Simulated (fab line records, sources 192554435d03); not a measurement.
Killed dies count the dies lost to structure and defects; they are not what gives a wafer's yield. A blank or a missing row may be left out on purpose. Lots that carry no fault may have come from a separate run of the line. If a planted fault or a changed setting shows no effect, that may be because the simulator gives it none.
The tool behind it: which one?	flow n5Finfet	33 wafers sampled from 11 lots at 1 step of a route of 1938

== WHAT EACH GAUGE READ, for each wafer ==
N5_BEOL_M8_OCD_MEAS_38.
lot	measured	on	trenchDepthNm (nm)
L215	day 9 05:13	ocd-01	94.5 96.0 93.2
L217	day 9 14:17	ocd-01	94.3 93.5 94.0
L218	day 9 22:14	ocd-01	93.1 91.7 92.6
L220	day 10 04:56	ocd-01	89.6 92.4 88.6
L221	day 10 07:44	ocd-02	92.1 92.1 92.1
L223	day 10 10:41	ocd-01	94.0 96.9 93.0
L222	day 10 13:59	ocd-01	94.0 92.9 93.8
L236	day 14 12:11	ocd-01	96.9 91.8 92.5
L233	day 15 08:32	ocd-01	91.8 95.3 92.3
L237	day 16 00:17	ocd-02	97.7 93.3 92.5
L238	day 16 12:37	ocd-02	91.9 93.7 92.3

== EACH LOT AND THE TOOL THAT RAN IT (in order: tool; ch and the chambers of the sampled wafers; start) ==
There is no process step in the record ahead of these readings.

== THE ANSWER, worked out from the rows above alone ==
Rule: the lots themselves supply what counts as usual. The widest of any qualifying gaps counts: lots, ordered by their means at a reading, are off when they make up no more than a third of the lots, leave a main group of 4 or more, and stand apart from it by 3 or more times the standard deviation of that group's means. The tables above print the reading to a certain number of digits; a main group whose means all agree to those digits is not used. Also off: a lot with no number at a reading for which 4 or more lots have one. The other lots that the step has rows for count as sound.
Across all readings shown, no lot is off: no conclusion can be drawn from this.

== WHAT HAD BEEN PUT IN BY THE SIMULATOR ==
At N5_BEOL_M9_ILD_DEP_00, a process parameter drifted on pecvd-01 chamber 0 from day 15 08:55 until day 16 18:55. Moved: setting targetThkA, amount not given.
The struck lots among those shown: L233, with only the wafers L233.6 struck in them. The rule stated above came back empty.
